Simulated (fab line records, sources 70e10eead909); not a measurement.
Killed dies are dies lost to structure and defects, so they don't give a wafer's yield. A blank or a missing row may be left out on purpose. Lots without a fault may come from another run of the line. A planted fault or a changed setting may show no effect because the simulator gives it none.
fab line records | flow nand_harc
record lots=12 wafers=36 last_day=24
route steps=1159 shown A_M0@994 HYBRID_BOND@1100 THIN_TSV@1122 END@1159
lots that met no fault: from a run of the same line without faults
start_h: hours from the record's first day to the start of the lot's first wafer shown | wait_h: hours since the lot's step before | " the same as in the row above | L1.1+2: a row that stands for several wafers | - no value, or no start given | * or withheld: withheld | < > ~ a bound
route shown NAME@n: a module of which the file shows steps, and the number in the route of the first | usual: mean/standard deviation of fault-free wafers | same: alike in all rows | chamber/n: place in a boat | sites: the reading at each site | _std_site: their standard deviation | _edge_site: outer sites' mean less inner sites' | radius_mm: how far each site lies from the wafer's centre | mask NAME#n: copy n | behind: the tool/chamber that last shaped the wafer | hold: why the lot was held/for how many hours/how that ended | device: the transistor (n, p or np) that didn't switch | end of line: the same wafers' tests at the end of the route | a step without rows: its recipe alone | killed: dies lost to structure and defects at the first sort, not the wafer's yield | map: a wafer's dies, x killed, . not, _ none there
set.NAME: the setting as run; set.NAME@STEP: as run at that earlier step | model.NAME: the simulator's own value behind a step, which no gauge read
steps of the route over a sample of lots; a table a step, a row a wafer
services: from which hour (start_h, from the record's first day; less than 0 if before it) a tool's chamber was out of use, for how many hours, and why
## steps
# step NHARC_A_M0_DEP_00
# recipe target_thk_a=1500 target_thk_nm=150 temp_c=withheld pressure_torr=5 flow_sccm=200 rf_w=600 material=SiOC
# usual rf_fwd_power_W=598.6/1.9 showerhead_vpp_V=1496/80
# columns lot.wafer tool chamber start_h wait_h rf_fwd_power_W showerhead_vpp_V
L179.1 pecvd-04 0 401.06 0.1 599.3 1541
L179.3 " 1 " " 597.2 1588
L179.6 " 0 " " 598.9 1532
L180.1 pecvd-03 0 401.49 0.1 598.2 1587
L180.2 " 1 " " 598.6 1458
L180.6 " 2 " " 596.7 1380
L181.2 pecvd-03 2 411.66 0.2 596.0 1399
L181.4 " 1 " " 597.7 1460
L181.5 " 2 " " 598.2 1426
L184.2 pecvd-04 2 436.22 0.1 598.8 1595
L184.1 " 0 " " 598.7 1518
L184.4 " 1 " " 596.4 1565
L185.2 pecvd-04 2 448.81 0.2 594.9 1599
L185.6 " 1 " " 598.8 1543
L185.4 " 0 " " 602.7 1524
L188.2 pecvd-02 1 449.16 0.1 600.4 1390
L188.3 " 1 " " 598.6 1369
L188.5 " 1 " " 602.5 1366
L187.2 pecvd-04 2 449.68 0.2 600.4 1624
L187.6 " 0 " " 599.8 1535
L187.5 " 2 " " 602.8 1608
L190.2 pecvd-04 2 462.44 0.1 599.2 1603
L190.1 " 0 " " 603.7 1531
L190.5 " 1 " " 598.2 1595
L189.3 pecvd-04 2 491.60 0.1 601.4 1604
L189.2 " 0 " " 599.4 1555
L189.5 " 0 " " 599.3 1555
L192.3 pecvd-04 2 492.04 0.1 597.9 1598
L192.1 " 0 " " 599.3 1549
L192.6 " 0 " " 598.5 1536
L200.1 pecvd-02 1 534.42 0.1 599.9 1396
L200.4 " 1 " " 597.1 1389
L200.5 " 2 " " 596.7 1447
L201.3 pecvd-03 1 535.10 0.3 598.4 1474
L201.6 " 0 " " 598.3 1551
L201.4 " 1 " " 602.7 1477
# step NHARC_HYBRID_BOND_INSPECT_06
# recipe inspect_instrument=ir_void
# usual raw_defect_count=34/12
# columns lot.wafer tool chamber start_h wait_h raw_defect_count
L180.1 defect_inspect-02 - 428.74 0.0 32
L180.2 " - " " 25
L180.6 " - " " 31
L179.1 defect_inspect-01 - 428.74 0.0 38
L179.3 " - " " 45
L179.6 " - " " 37
L181.2 defect_inspect-02 - 436.86 0.1 24
L181.4 " - " " 30
L181.5 " - " " 30
L184.1 defect_inspect-01 - 461.36 0.0 39
L184.2 " - " " 37
L184.4 " - " " 45
L188.2 defect_inspect-02 - 472.66 0.1 50
L188.3 " - " " 37
L188.5 " - " " 51
L185.2 defect_inspect-01 - 472.66 0.1 27
L185.4 " - " " 32
L185.6 " - " " 26
L187.2 defect_inspect-02 - 472.68 0.1 32
L187.5 " - " " 35
L187.6 " - " " 37
L190.1 defect_inspect-02 - 485.40 0.0 28
L190.2 " - " " 26
L190.5 " - " " 28
L192.3 defect_inspect-02 - 513.75 0.1 16
L189.3 defect_inspect-01 - 513.76 0.1 47
L200.1 defect_inspect-01 - 557.00 0.0 35
L200.4 " - " " 47
L200.5 " - " " 42
L201.3 defect_inspect-02 - 557.00 0.1 31
L201.4 " - " " 35
L201.6 " - " " 26
# step NHARC_THIN_TSV_STRIP_45
# recipe power_w=1500 temp_c=250 chemistry=O2
# usual drypump_motor_current_A=5.8/0.32 heater_power_w=349/31
# columns lot.wafer tool chamber start_h wait_h drypump_motor_current_A heater_power_w rf_hours_counter_h
L180.2 plasma_asher-02 0 432.47 0.1 5.3 348 27
L180.1 " 1 " " 5.5 344 27
L180.6 " 0 " " 5.3 344 -
L179.1 plasma_asher-01 0 433.67 0.1 5.9 389 44
L179.3 " 1 " " 6.1 314 -
L179.6 " 1 " " 6.1 323 -
L181.2 plasma_asher-01 1 440.85 0.3 6.1 318 47
L181.4 " 0 " " 5.9 386 -
L181.5 " 0 " " 6.0 377 -
L184.1 plasma_asher-01 0 464.97 0.1 5.9 394 1
L184.2 " 1 " " 6.1 307 1
L184.4 " 1 " " 6.1 320 -
L188.2 plasma_asher-01 0 476.45 0.1 5.9 385 4
L188.3 " 1 " " 6.1 314 -
L188.5 " 0 " " 5.9 398 -
L185.2 plasma_asher-02 0 477.61 0.2 5.2 327 47
L185.4 " 1 " " 5.4 348 -
L185.6 " 1 " " 5.4 339 -
L187.2 plasma_asher-01 1 478.82 0.1 6.1 316 5
L187.6 " 1 " " 6.1 318 -
L187.5 " 0 " " 6.0 392 -
L190.2 plasma_asher-01 1 490.36 0.1 6.1 313 8
L190.1 " 0 " " 5.9 387 8
L190.5 " 0 " " 5.9 391 -
L192.3 plasma_asher-02 0 517.61 0.2 5.2 354 -
L189.3 plasma_asher-01 0 518.75 0.3 5.9 390 -
L201.4 plasma_asher-01 0 560.99 0.2 5.9 401 -
L201.3 " 1 " " 6.0 317 -
L201.6 " 1 " " 6.0 318 -
L200.1 plasma_asher-02 1 561.99 0.1 5.4 361 5
L200.4 " 1 " " 5.5 366 -
L200.5 " 1 " " 5.5 356 -
# step NHARC_THIN_TSV_STRIP_62
# recipe power_w=1500 temp_c=250 time_s=20 chemistry=N2/H2
# usual drypump_motor_current_A=5.6/0.32 heater_power_w=346/26
# columns lot.wafer tool chamber start_h wait_h drypump_motor_current_A heater_power_w rf_hours_counter_h
L180.2 plasma_asher-02 0 434.04 - 5.3 345 28
L180.1 " 1 " " 5.4 340 28
L180.6 " 0 " " 5.3 348 -
L179.1 plasma_asher-02 0 435.29 - 5.3 346 28
L179.3 " 1 " " 5.5 350 -
L179.6 " 1 " " 5.5 350 -
L181.2 plasma_asher-02 0 442.70 - 5.3 341 31
L181.4 " 0 " " 5.2 340 -
L181.5 " 0 " " 5.3 349 -
L184.1 plasma_asher-02 1 466.53 - 5.4 340 43
L184.2 " 0 " " 5.3 338 43
L184.4 " 1 " " 5.5 335 -
L188.2 plasma_asher-02 1 478.03 - 5.4 344 47
L188.3 " 1 " " 5.4 344 -
L188.5 " 1 " " 5.4 343 -
L185.2 plasma_asher-01 1 479.18 - 6.1 308 6
L185.4 " 0 " " 5.9 394 -
L185.6 " 1 " " 6.1 308 -
L187.2 plasma_asher-01 0 480.40 - 5.9 389 6
L187.6 " 1 " " 6.1 317 -
L187.5 " 0 " " 5.9 395 -
L190.1 plasma_asher-02 1 491.93 - 5.5 344 53
L190.2 " 0 " " 5.2 342 53
L190.5 " 1 " " 5.5 345 -
L192.3 plasma_asher-02 1 519.14 - 5.4 347 -
L189.3 plasma_asher-02 1 520.45 - 5.5 345 -
L201.4 plasma_asher-01 1 562.50 - 6.1 319 -
L201.3 " 0 " " 5.9 389 -
L201.6 " 1 " " 6.1 319 -
L200.1 plasma_asher-02 1 563.55 - 5.5 357 6
L200.4 " 0 " " 5.2 330 -
L200.5 " 0 " " 5.2 329 -
# step NHARC_END_SORT_01
# recipe temp_c=25
# usual defect_limited_yield=95.7/1.2 killed_at_array=25/7.8 killed_at_other=0.6/0.81 killed_at_periphery=3.3/2.2 killed_dies=29/8.2 killed_open=3.5/1.9 killed_short=1.8/1.3 sort_bin_2_pct=1.3/0.5 sort_bin_3_pct=0.23/0.21 sort_bin_4_pct=2.8/0.9 sort_n_pass=648/8.2 sort_rim_yield_pct=94.3/2.8 sort_yield_pct=95.7/1.2
# same gross_dies=677 sort_bin_5_pct[%]=0 sort_bin_6_pct[%]=0 sort_bin_7_pct[%]=0 sort_bin_8_pct[%]=0 sort_rim_n_gross=106.00
# columns lot.wafer tool chamber start_h wait_h hold defect_limited_yield[%] killed_at_array killed_at_other killed_at_periphery killed_dies killed_open killed_short sort_bin_2_pct[%] sort_bin_3_pct[%] sort_bin_4_pct[%] sort_n_pass sort_rim_yield_pct[%] sort_yield_pct[%]
L179.1 prober-01 0 446.22 2.5 - 94.7 34 1 1 36 5 2 1.6 0.59 3.1 641 91.5 94.7
L179.3 prober-01 0 447.82 3.1 - 95.1 28 0 5 33 3 2 1.3 0.30 3.2 644 91.5 95.1
L179.6 prober-01 0 450.23 4.0 - 95.1 33 0 0 33 4 1 1.6 0 3.2 644 94.3 95.1
L180.1 prober-02 0 453.97 2.5 - 95.9 20 0 8 28 1 0 1.3 0.15 2.7 649 93.4 95.9
L180.2 prober-02 0 454.76 2.8 - 97.0 15 0 5 20 1 2 1.2 0.15 1.6 657 95.3 97.0
L180.6 prober-02 0 457.91 3.9 - 95.4 26 0 5 31 3 2 0.7 0.15 3.7 646 98.1 95.4
L181.2 prober-01 0 455.73 2.8 - 96.8 17 0 5 22 3 2 1.5 0.30 1.5 655 96.2 96.8
L181.4 prober-01 0 457.31 3.4 - 95.6 27 0 3 30 5 1 1.5 0.59 2.4 647 97.2 95.6
L181.5 prober-01 0 458.10 3.7 - 96.0 26 0 1 27 4 2 1.3 0.15 2.5 650 95.3 96.0
L184.1 prober-01 0 478.92 2.5 - 94.8 32 0 3 35 3 0 0.7 0.59 3.8 642 93.4 94.8
L184.2 prober-01 0 479.72 2.8 - 96.3 21 0 4 25 3 4 1.3 0 2.4 652 93.4 96.3
L184.4 prober-01 0 481.33 3.4 - 93.8 36 0 6 42 8 4 2.4 0.15 3.7 635 91.5 93.8
L188.2 prober-01 0 491.05 2.8 - 94.8 29 0 6 35 5 0 1.9 0.44 2.8 642 91.5 94.8
L188.3 prober-01 0 491.85 3.1 - 95.1 29 0 4 33 6 1 1.9 0.15 2.8 644 92.5 95.1
L188.5 prober-01 0 493.46 3.7 - 95.3 26 2 4 32 2 5 1.8 0.15 2.8 645 93.4 95.3
L185.2 prober-02 0 491.06 2.8 - 95.6 21 3 6 30 4 2 1.0 0.44 3.0 647 97.2 95.6
L185.4 prober-02 0 492.64 3.4 - 94.1 35 1 4 40 7 3 1.8 0 4.1 637 92.5 94.1
L185.6 prober-02 0 494.22 3.9 - 96.3 24 0 1 25 2 3 0.9 0.15 2.7 652 96.2 96.3
L187.2 prober-02 0 498.82 2.8 - 95.6 26 1 3 30 5 2 1.3 0 3.1 647 92.5 95.6
L187.5 prober-02 0 501.24 3.7 - 96.0 23 2 2 27 3 0 1.0 0 3.0 650 92.5 96.0
L187.6 prober-02 0 502.04 4.0 - 94.8 31 1 3 35 8 1 1.6 0.44 3.1 642 91.5 94.8
L190.1 prober-02 0 505.90 2.5 - 95.6 25 0 5 30 6 1 1.6 0 2.8 647 99.1 95.6
L190.2 prober-02 0 506.70 2.8 - 96.9 19 0 2 21 2 2 1.0 0 2.1 656 96.2 96.9
L190.5 prober-02 0 509.10 3.7 - 95.0 33 0 1 34 5 2 1.0 0.15 3.8 643 97.2 95.0
L192.1 prober-01 0 531.28 2.5 await_dispo/5.3h/release 7.1 625 3 1 629 4 0 91.1 0.30 1.5 48 10.4 7.1
L192.3 prober-01 0 532.86 3.1 await_dispo/5.3h/release 97.0 18 0 2 20 1 2 1.2 0 1.8 657 98.1 97.0
L192.6 prober-01 0 535.23 4.0 await_dispo/5.3h/release 7.1 624 2 3 629 3 2 91.3 0.15 1.5 48 21.7 7.1
L189.2 prober-02 0 532.05 2.8 await_dispo/1.8h/release 5.3 635 3 3 641 3 1 89.5 0.59 4.6 36 16.0 5.3
L189.3 prober-02 0 532.84 3.1 await_dispo/1.8h/release 93.2 45 0 1 46 4 5 1.6 0.59 4.6 631 92.5 93.2
L189.5 prober-02 0 534.44 3.7 await_dispo/1.8h/release 4.0 645 3 2 650 2 1 91.7 1.18 3.1 27 8.5 4.0
L200.1 prober-02 0 574.51 2.5 - 95.1 31 0 2 33 4 1 1.3 0.44 3.1 644 97.2 95.1
L200.4 prober-02 0 576.93 3.4 - 93.8 40 1 1 42 1 3 2.2 0.15 3.8 635 98.1 93.8
L200.5 prober-02 0 577.74 3.7 - 93.4 40 0 5 45 8 1 1.8 0.15 4.7 632 95.3 93.4
L201.3 prober-01 0 576.06 3.1 - 95.3 25 0 7 32 4 0 1.5 0.30 3.0 645 91.5 95.3
L201.4 prober-01 0 576.86 3.4 - 94.4 31 0 7 38 3 2 1.3 0.30 4.0 639 98.1 94.4
L201.6 prober-01 0 578.45 4.0 - 95.7 22 0 7 29 2 2 1.2 0.30 2.8 648 95.3 95.7
# killed by level:class
L179.1 A_SLIT:chamber_film_flake=10 A_CHANNEL_HOLE_D1:chamber_film_flake=8 A_CONTACT:chamber_film_flake=5 A_CONTACT:geometric_particle:open=2 A_STAIRCASE:chamber_film_flake=2 A_WL_FILL:chamber_film_flake=2 A_CHANNEL_HOLE_D1:geometric_particle:short=1 A_CHANNEL_FILL_D1:geometric_particle:short=1
L179.3 A_CHANNEL_HOLE_D1:chamber_film_flake=8 A_SLIT:chamber_film_flake=8 A_CONTACT:chamber_film_flake=3 P_M0:geometric_particle:open=2 P_ZERO_WELL:chamber_film_flake=2 A_STAIRCASE:chamber_film_flake=2 A_SGD_CUT:chamber_film_flake=2 A_SOURCE_PLATE:geometric_particle:short=1
L179.6 A_CHANNEL_HOLE_D1:chamber_film_flake=15 A_SLIT:chamber_film_flake=9 A_WL_FILL:chamber_film_flake=3 A_CONTACT:geometric_particle:open=2 A_SOURCE_PLATE:geometric_particle:open=1 A_CONTACT:geometric_particle:short=1 A_BLC:geometric_particle:open=1 A_CONTACT:chamber_film_flake=1
L180.1 A_STAIRCASE:chamber_film_flake=8 A_CHANNEL_HOLE_D1:chamber_film_flake=5 A_M0:chamber_film_flake=4 P_ZERO_WELL:chamber_film_flake=3 P_GATE:chamber_film_flake=3 A_CHANNEL_FILL_D1:geometric_particle:open=1 P_CONTACT:chamber_film_flake=1 P_M2:chamber_film_flake=1
L180.2 A_STAIRCASE:chamber_film_flake=4 P_GATE:chamber_film_flake=3 A_CHANNEL_HOLE_D1:chamber_film_flake=3 A_CONTACT:chamber_film_flake=2 A_M0:chamber_film_flake=2 A_WL_FILL:geometric_particle:short=1 A_WL_FILL:geometric_particle:open=1 A_M0:geometric_particle:short=1
L181.2 A_SLIT:chamber_film_flake=7 A_CHANNEL_HOLE_D1:chamber_film_flake=3 A_CONTACT:chamber_film_flake=3 P_GATE:geometric_particle:open=1 P_M0:geometric_particle:open=1 P_M0:geometric_particle:short=1 A_CHANNEL_HOLE_D1:geometric_particle:short=1 A_CHANNEL_FILL_D1:geometric_particle:open=1
L181.4 A_SLIT:chamber_film_flake=8 A_WL_FILL:chamber_film_flake=4 A_STAIRCASE:chamber_film_flake=4 A_CONTACT:chamber_film_flake=3 A_ONON_D1:geometric_particle:open=2 P_STI:chamber_film_flake=2 A_SGD_CUT:geometric_particle:short=1 A_CONTACT:geometric_particle:open=1
L180.6 A_CHANNEL_HOLE_D1:chamber_film_flake=8 A_CONTACT:chamber_film_flake=4 A_STAIRCASE:chamber_film_flake=3 A_WL_FILL:chamber_film_flake=3 A_M0:chamber_film_flake=3 A_CONTACT:geometric_particle:open=2 P_ZERO_WELL:chamber_film_flake=2 P_M0:geometric_particle:open=1
L181.5 A_SLIT:chamber_film_flake=7 A_CONTACT:chamber_film_flake=5 A_STAIRCASE:chamber_film_flake=3 A_WL_FILL:chamber_film_flake=3 A_CHANNEL_FILL_D1:geometric_particle:open=2 A_CHANNEL_HOLE_D1:chamber_film_flake=2 A_ONON_D1:geometric_particle:open=1 A_ONON_D1:geometric_particle:short=1
L184.1 A_SLIT:chamber_film_flake=14 A_CHANNEL_HOLE_D1:chamber_film_flake=10 A_ZERO_WELL:chamber_film_flake=3 A_CONTACT:chamber_film_flake=3 P_ZERO_WELL:chamber_film_flake=2 P_GATE:geometric_particle:open=1 A_CHANNEL_HOLE_D1:geometric_particle:open=1 A_CONTACT:geometric_particle:open=1
L184.2 A_SLIT:chamber_film_flake=8 A_CHANNEL_HOLE_D1:chamber_film_flake=6 P_CONTACT:geometric_particle:open=1 P_M2:geometric_particle:open=1 A_SOURCE_PLATE:geometric_particle:short=1 A_ONON_D1:geometric_particle:short=1 A_CHANNEL_FILL_D1:geometric_particle:short=1 A_CHANNEL_FILL_D1:geometric_particle:open=1
L184.4 A_CHANNEL_HOLE_D1:chamber_film_flake=15 A_SLIT:chamber_film_flake=7 P_M0:geometric_particle:open=2 A_ONON_D1:geometric_particle:short=2 A_CHANNEL_FILL_D1:geometric_particle:short=2 A_BLC:geometric_particle:open=2 A_ZERO_WELL:chamber_film_flake=2 A_STAIRCASE:chamber_film_flake=2
L188.2 A_CHANNEL_HOLE_D1:chamber_film_flake=10 A_SLIT:chamber_film_flake=8 A_CONTACT:chamber_film_flake=6 A_CONTACT:geometric_particle:open=3 P_STI:chamber_film_flake=2 A_ONON_D1:geometric_particle:open=1 A_M0:geometric_particle:open=1 P_ZERO_WELL:chamber_film_flake=1
L185.2 A_SLIT:chamber_film_flake=13 P_GATE:chamber_film_flake=6 A_CHANNEL_FILL_D1:chamber_film_flake=2 A_CONTACT:chamber_film_flake=2 A_SOURCE_PLATE:geometric_particle:open=1 A_CHANNEL_FILL_D1:geometric_particle:open=1 A_WL_FILL:geometric_particle:short=1 A_M0:geometric_particle:open=1
L188.3 A_SLIT:chamber_film_flake=12 A_CHANNEL_HOLE_D1:chamber_film_flake=7 A_CONTACT:chamber_film_flake=4 A_M0:geometric_particle:open=2 P_CONTACT:geometric_particle:open=1 P_M1:geometric_particle:open=1 A_CHANNEL_HOLE_D1:geometric_particle:short=1 A_CHANNEL_FILL_D1:geometric_particle:open=1
L185.4 A_SLIT:chamber_film_flake=16 A_CONTACT:geometric_particle:open=5 A_CONTACT:chamber_film_flake=5 A_CHANNEL_HOLE_D1:chamber_film_flake=4 A_WL_FILL:geometric_particle:short=2 P_GATE:geometric_particle:open=1 P_M1:geometric_particle:open=1 A_CHANNEL_FILL_D1:geometric_particle:short=1
L188.5 A_SLIT:chamber_film_flake=10 A_CHANNEL_HOLE_D1:chamber_film_flake=7 A_CONTACT:chamber_film_flake=3 P_ZERO_WELL:chamber_film_flake=2 P_GATE:chamber_film_flake=2 A_SOURCE_PLATE:geometric_particle:short=1 A_ONON_D1:geometric_particle:short=1 A_CHANNEL_FILL_D1:geometric_particle:short=1
L185.6 A_SLIT:chamber_film_flake=13 A_CONTACT:chamber_film_flake=5 A_CHANNEL_HOLE_D1:chamber_film_flake=2 P_M1:geometric_particle:short=1 A_SOURCE_PLATE:geometric_particle:short=1 A_SGD_CUT:geometric_particle:short=1 A_WL_FILL:geometric_particle:open=1 A_M1:geometric_particle:open=1
L187.2 A_CHANNEL_HOLE_D1:chamber_film_flake=9 A_CONTACT:chamber_film_flake=5 A_WL_FILL:chamber_film_flake=3 A_SLIT:chamber_film_flake=2 P_CONTACT:geometric_particle:open=1 P_M1:geometric_particle:open=1 A_ONON_D1:geometric_particle:short=1 A_CHANNEL_HOLE_D1:geometric_particle:short=1
L187.5 A_CHANNEL_HOLE_D1:chamber_film_flake=8 A_CONTACT:chamber_film_flake=7 A_WL_FILL:geometric_particle:open=2 P_STI:chamber_film_flake=2 A_SLIT:chamber_film_flake=2 A_WL_FILL:chamber_film_flake=2 THIN_TSV:chamber_film_flake=2 A_ONON_D1:geometric_particle:open=1
L187.6 A_CHANNEL_HOLE_D1:chamber_film_flake=12 A_SLIT:chamber_film_flake=4 A_CONTACT:geometric_particle:open=3 A_ZERO_WELL:chamber_film_flake=3 A_CONTACT:chamber_film_flake=3 A_CHANNEL_FILL_D1:geometric_particle:open=2 A_CHANNEL_FILL_D1:chamber_film_flake=2 P_CONTACT:geometric_particle:open=1
L190.1 A_SLIT:chamber_film_flake=9 A_CHANNEL_HOLE_D1:chamber_film_flake=5 P_CONTACT:geometric_particle:open=2 P_GATE:chamber_film_flake=2 A_ZERO_WELL:chamber_film_flake=2 A_STAIRCASE:chamber_film_flake=2 A_CONTACT:chamber_film_flake=2 P_CONTACT:geometric_particle:short=1
L190.2 A_SLIT:chamber_film_flake=10 A_CONTACT:chamber_film_flake=5 A_CHANNEL_HOLE_D1:chamber_film_flake=2 P_CONTACT:geometric_particle:short=1 P_M0:geometric_particle:short=1 A_CHANNEL_HOLE_D1:geometric_particle:open=1 A_SGD_CUT:geometric_particle:open=1
L190.5 A_SLIT:chamber_film_flake=14 A_CONTACT:chamber_film_flake=6 A_CHANNEL_HOLE_D1:chamber_film_flake=3 A_STAIRCASE:chamber_film_flake=3 A_M0:geometric_particle:open=2 A_M0:geometric_particle:short=2 P_CONTACT:geometric_particle:open=1 A_CONTACT:geometric_particle:open=1
L192.1 A_M0:area_dep=611 A_CONTACT:chamber_film_flake=5 A_CHANNEL_HOLE_D1:chamber_film_flake=4 THIN_TSV:chamber_film_flake=3 A_BLC:geometric_particle:open=2 A_WL_FILL:geometric_particle:open=1 A_CONTACT:geometric_particle:open=1 P_GATE:chamber_film_flake=1
L189.2 A_M0:area_dep=597 A_CHANNEL_HOLE_D1:chamber_film_flake=14 A_SLIT:chamber_film_flake=10 A_CONTACT:chamber_film_flake=9 A_CHANNEL_FILL_D1:chamber_film_flake=3 THIN_TSV:chamber_film_flake=3 P_GATE:geometric_particle:open=1 P_CONTACT:geometric_particle:open=1
L189.3 A_SLIT:chamber_film_flake=14 A_CHANNEL_HOLE_D1:chamber_film_flake=14 A_CONTACT:chamber_film_flake=6 A_CHANNEL_FILL_D1:chamber_film_flake=3 A_CHANNEL_FILL_D1:geometric_particle:short=2 A_WL_FILL:geometric_particle:short=2 P_M0:geometric_particle:open=1 A_SOURCE_PLATE:geometric_particle:short=1
L192.3 A_CHANNEL_HOLE_D1:chamber_film_flake=8 A_CONTACT:chamber_film_flake=7 P_GATE:geometric_particle:short=1 P_M1:geometric_particle:open=1 A_M1:geometric_particle:short=1 A_ZERO_WELL:chamber_film_flake=1 A_SLIT:chamber_film_flake=1
L189.5 A_M0:area_dep=609 A_CHANNEL_HOLE_D1:chamber_film_flake=19 A_SLIT:chamber_film_flake=10 A_CONTACT:chamber_film_flake=4 THIN_TSV:chamber_film_flake=2 P_M1:geometric_particle:open=1 A_CONTACT:geometric_particle:open=1 STARTING-WAFER:geometric_particle:short=1
L192.6 A_M0:area_dep=610 A_CHANNEL_HOLE_D1:chamber_film_flake=6 A_CONTACT:chamber_film_flake=4 THIN_TSV:chamber_film_flake=2 P_M0:geometric_particle:open=1 P_M0:geometric_particle:short=1 A_SGD_CUT:geometric_particle:open=1 A_WL_FILL:geometric_particle:short=1
L200.1 A_SLIT:chamber_film_flake=14 A_CHANNEL_HOLE_D1:chamber_film_flake=4 A_STAIRCASE:chamber_film_flake=4 A_CONTACT:chamber_film_flake=4 A_CONTACT:geometric_particle:open=2 P_CONTACT:geometric_particle:open=1 A_SOURCE_PLATE:geometric_particle:open=1 A_CHANNEL_FILL_D1:geometric_particle:short=1
L201.3 A_CHANNEL_HOLE_D1:chamber_film_flake=6 A_STAIRCASE:chamber_film_flake=6 A_M1:chamber_film_flake=5 A_CONTACT:chamber_film_flake=5 P_STI:chamber_film_flake=4 P_CONTACT:geometric_particle:open=2 A_CONTACT:geometric_particle:open=1 A_BLC:geometric_particle:open=1
L201.4 A_CHANNEL_HOLE_D1:chamber_film_flake=13 A_CONTACT:chamber_film_flake=8 P_STI:chamber_film_flake=4 A_STAIRCASE:chamber_film_flake=3 A_M1:chamber_film_flake=3 A_CONTACT:geometric_particle:short=2 P_GATE:geometric_particle:open=1 P_CONTACT:geometric_particle:open=1
L200.4 A_SLIT:chamber_film_flake=16 A_CHANNEL_HOLE_D1:chamber_film_flake=10 A_CONTACT:chamber_film_flake=9 P_CONTACT:geometric_particle:open=1 A_ONON_D1:geometric_particle:short=1 A_WL_FILL:geometric_particle:short=1 A_M0:geometric_particle:short=1 A_ZERO_WELL:chamber_film_flake=1
L200.5 A_SLIT:chamber_film_flake=19 A_CHANNEL_HOLE_D1:chamber_film_flake=10 P_GATE:geometric_particle:open=2 P_M0:geometric_particle:open=2 A_CONTACT:geometric_particle:open=2 A_STAIRCASE:chamber_film_flake=2 A_CONTACT:chamber_film_flake=2 A_CHANNEL_FILL_D1:geometric_particle:short=1
L201.6 A_CHANNEL_HOLE_D1:chamber_film_flake=11 P_STI:chamber_film_flake=7 A_CONTACT:chamber_film_flake=2 A_M1:chamber_film_flake=2 A_CHANNEL_FILL_D1:geometric_particle:open=1 A_SGD_CUT:geometric_particle:short=1 A_SGD_CUT:geometric_particle:open=1 A_CONTACT:geometric_particle:short=1
## services
# columns tool chamber start_h hours kind
plasma_asher-01 - 388.09 18.8 repair
pecvd-04 0 389.12 - clean
pecvd-04 - 390.34 2.2 repair
plasma_asher-01 - 411.46 4.2 repair
pecvd-02 0 438.09 21.0 repair
plasma_asher-01 - 446.95 5.0 repair
plasma_asher-01 - 453.53 9.0 pm
plasma_asher-01 0 453.53 9.0 vent_cycle
plasma_asher-01 1 453.53 9.0 vent_cycle
plasma_asher-01 0 462.53 - clean
plasma_asher-01 1 462.53 - clean
pecvd-03 - 473.00 13.0 pm
plasma_asher-01 - 477.62 0.9 repair
plasma_asher-01 - 483.36 4.0 repair
pecvd-02 2 507.66 4.1 repair
pecvd-02 - 516.20 13.0 pm
plasma_asher-02 - 537.32 9.0 pm
plasma_asher-02 0 537.32 9.0 vent_cycle
plasma_asher-02 1 537.32 9.0 vent_cycle
pecvd-04 1 541.95 3.7 repair
plasma_asher-02 0 546.32 - clean
plasma_asher-02 1 546.32 - clean
pecvd-04 - 553.08 1.0 repair
pecvd-04 - 557.12 13.0 pm
## key
first_sign step=NHARC_END_SORT_01 reading=sort_bin_2_pct direction=up sigmas=99+ usual=1.3 struck=90.9
effect step=NHARC_END_SORT_01 reading=killed_at_array direction=up sigmas=78 usual=25 struck=632
more_kills_born_at NHARC_A_M0_DEP_00@pecvd-04=2427
met_at NHARC_A_M0_DEP_00
struck_lots L189,L192
struck_wafers L189.2,L189.5,L192.1,L192.6
later_rows_left_out L189.2,L189.5,L192.1,L192.6
not_acting_at NHARC_HYBRID_BOND_INSPECT_06,NHARC_THIN_TSV_STRIP_45,NHARC_THIN_TSV_STRIP_62
onset_between 462.44 491.60
fault kind=process_parameter_drift tool=pecvd-04 chamber=0 onset_h=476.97 steps=NHARC_A_M0_DEP_00 channel=target_thk_a offset=* shape=step end_h=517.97 acts_in=* stated=*
# later_rows_left_out: the simulator's readings of these wafers behind a module that went badly wrong aren't trusted and aren't shown, but for the sort
